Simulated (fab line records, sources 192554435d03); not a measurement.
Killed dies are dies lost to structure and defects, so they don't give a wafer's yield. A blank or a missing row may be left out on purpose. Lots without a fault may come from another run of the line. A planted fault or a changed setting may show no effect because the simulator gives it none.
Chamber matching | flow n5_finfet | N5_BEOL_M6_DESCUM_16 on rie_diel-04: 4 sister chambers
The step chemistry O2, time 7.9 s. 33 wafers are shown with their chamber, then 12 later ones without.

WAFERS WITH THEIR CHAMBER
wafer  | chamber | drypump_motor_current_A (A) | showerhead_plenum_p_Torr (Torr) | rf_vpp_V (V)
L074.1 | 3       | 5.1                         | 2.15                            | 244.3
L074.2 | 2       | 5.1                         | 2.06                            | 242.2
L074.3 | 0       | 6.1                         | 2.23                            | 244.9
L074.4 | 1       | 5.6                         | 2.03                            | 241.9
L074.5 | 0       | 6.1                         | 2.23                            | 246.1
L074.6 | 3       | 5.1                         | 2.15                            | 242.6
L075.1 | 2       | 5.2                         | 2.05                            | 242.5
L075.2 | 1       | 5.5                         | 2.03                            | 243.1
L075.3 | 0       | 6.1                         | 2.22                            | 243.9
L075.4 | 1       | 5.5                         | 2.03                            | 240.8
L075.5 | 2       | 5.2                         | 2.05                            | 243.8
L075.6 | 0       | 6.1                         | 2.22                            | 243.4
L076.4 | 1       | 5.6                         | 2.03                            | 241.5
L076.5 | 0       | 6.1                         | 2.22                            | 244.8
L076.6 | 3       | 5.1                         | 2.15                            | 243.8
L080.3 | 3       | 5.1                         | 2.15                            | 243.9
L080.4 | 0       | 6.1                         | 2.22                            | 244.9
L080.5 | 1       | 5.5                         | 2.03                            | 242.3
L081.1 | 0       | 6.1                         | 2.22                            | 245.8
L081.2 | 3       | 5.1                         | 2.14                            | 242.9
L081.4 | 0       | 6.1                         | 2.22                            | 244.9
L083.1 | 1       | 5.6                         | 2.02                            | 241.3
L083.2 | 2       | 5.2                         | 2.05                            | 242.7
L083.3 | 0       | 6.1                         | 2.21                            | 243.0
L083.4 | 3       | 5.1                         | 2.14                            | 244.6
L083.5 | 0       | 6.1                         | 2.21                            | 243.7
L083.6 | 3       | 5.1                         | 2.14                            | 242.7
L086.3 | 0       | 6.1                         | 2.21                            | 244.8
L086.5 | 0       | 6.1                         | 2.21                            | 246.1
L086.6 | 3       | 5.1                         | 2.14                            | 242.8
L087.2 | 2       | 5.2                         | 2.04                            | 241.3
L087.4 | 1       | 5.6                         | 2.02                            | 240.9
L087.6 | 2       | 5.2                         | 2.04                            | 243.4

SIGNATURES (means of the wafers above)
reading                  | chamber 0 | chamber 1 | chamber 2 | chamber 3 | scatter within a chamber
drypump_motor_current_A  | 6.100     | 5.557     | 5.183     | 5.100     | 0.0296
showerhead_plenum_p_Torr | 2.2183    | 2.0271    | 2.0483    | 2.1450    | 0.00641
rf_vpp_V                 | 244.692   | 241.686   | 242.650   | 243.450   | 0.906
Rule: a wafer's distance from a chamber is the root of the sum, over the readings, of the square of ((its reading less the chamber's mean) divided by the reading's scatter). The wafer belongs to the nearest chamber; if the next one is less than 2 further off, it can't be placed. The scatter: the root of (the sum of the squares of (reading less its chamber's mean) over the shown wafers, divided by (wafers less chambers)).

WAFERS WITHOUT THEIR CHAMBER
wafer  | drypump_motor_current_A (A) | showerhead_plenum_p_Torr (Torr) | rf_vpp_V (V)
L090.1 | 5.2                         | 2.04                            | 242.4
L090.2 | 5.1                         | 2.14                            | 245.5
L090.3 | 5.5                         | 2.02                            | 242.6
L090.4 | 6.0                         | 2.21                            | 244.0
L090.5 | 5.1                         | 2.14                            | 243.0
L090.6 | 6.1                         | 2.21                            | 245.2
L088.2 | 5.5                         | 2.02                            | 242.0
L088.5 | 5.6                         | 2.02                            | 241.2
L088.6 | 5.1                         | 2.04                            | 242.6
L092.1 | 5.1                         | 2.13                            | 243.3
L092.2 | 5.6                         | 2.01                            | 243.7
L092.5 | 5.6                         | 2.01                            | 242.7

WHICH CHAMBER EACH WENT THROUGH
wafer  | from the rows above | in truth
L090.1 | 2                   | 2
L090.2 | 3                   | 3
L090.3 | 1                   | 1
L090.4 | 0                   | 0
L090.5 | 3                   | 3
L090.6 | 0                   | 0
L088.2 | 1                   | 1
L088.5 | 1                   | 1
L088.6 | 2                   | 2
L092.1 | 3                   | 3
L092.2 | 1                   | 1
L092.5 | 1                   | 1
Placed correctly: 12 of 12. Can't be placed from these rows: 0. Placed wrongly: 0.
